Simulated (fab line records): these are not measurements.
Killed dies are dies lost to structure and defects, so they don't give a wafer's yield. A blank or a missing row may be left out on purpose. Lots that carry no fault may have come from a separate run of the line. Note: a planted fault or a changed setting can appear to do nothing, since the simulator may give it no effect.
Chamber matching -- flow n5 finfet -- 4 sister chambers for N5_BEOL_M7_ETCH_72 on rie diel-02
The step etches underlayer in N2/H2, target depth 6.5 nm, time 5.2 s. 4 wafers are shown with their chamber, then 9 later ones without.

== EACH WAFER AND ITS CHAMBER ==
wafer,chamber,showerhead plenum p Torr (Torr)
L084.6,3,2.44
L090.1,2,2.51
L090.2,1,2.62
L090.4,0,2.54

== WAFERS WITHOUT THEIR CHAMBER ==
wafer,showerhead plenum p Torr (Torr)
L088.1,2.53
L088.3,2.62
L088.5,2.53
L097.2,2.50
L097.4,2.61
L097.6,2.61
L093.1,2.53
L093.2,2.61
L093.4,2.43

== THE CHAMBER EACH PASSED THROUGH ==
wafer,from the rows above,in truth
L088.1,can't be placed: 0 or 2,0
L088.3,1,1
L088.5,can't be placed: 0 or 2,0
L097.2,2,2
L097.4,1,1
L097.6,1,1
L093.1,can't be placed: 0 or 2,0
L093.2,1,1
L093.4,3,3
Correctly placed: 6 of 9. Cannot be placed on the basis of these rows: 3; the candidates contain the true chamber in 3. Number placed wrongly: 0.
How it was worked out, from the rows above alone: a wafer's distance from a chamber is the root of the sum, over the readings, of the square of ((its reading less the chamber's mean) divided by the reading's scatter). If the next closest chamber is less than 2 further off than the closest, the wafer can't be placed; otherwise it belongs to the closest. For every chamber, the mean is computed from those of its wafers that are shown. The scatter (one wafer shown for each chamber): square how far every hidden wafer sits from the nearest shown wafer, average those squares and take the square root.
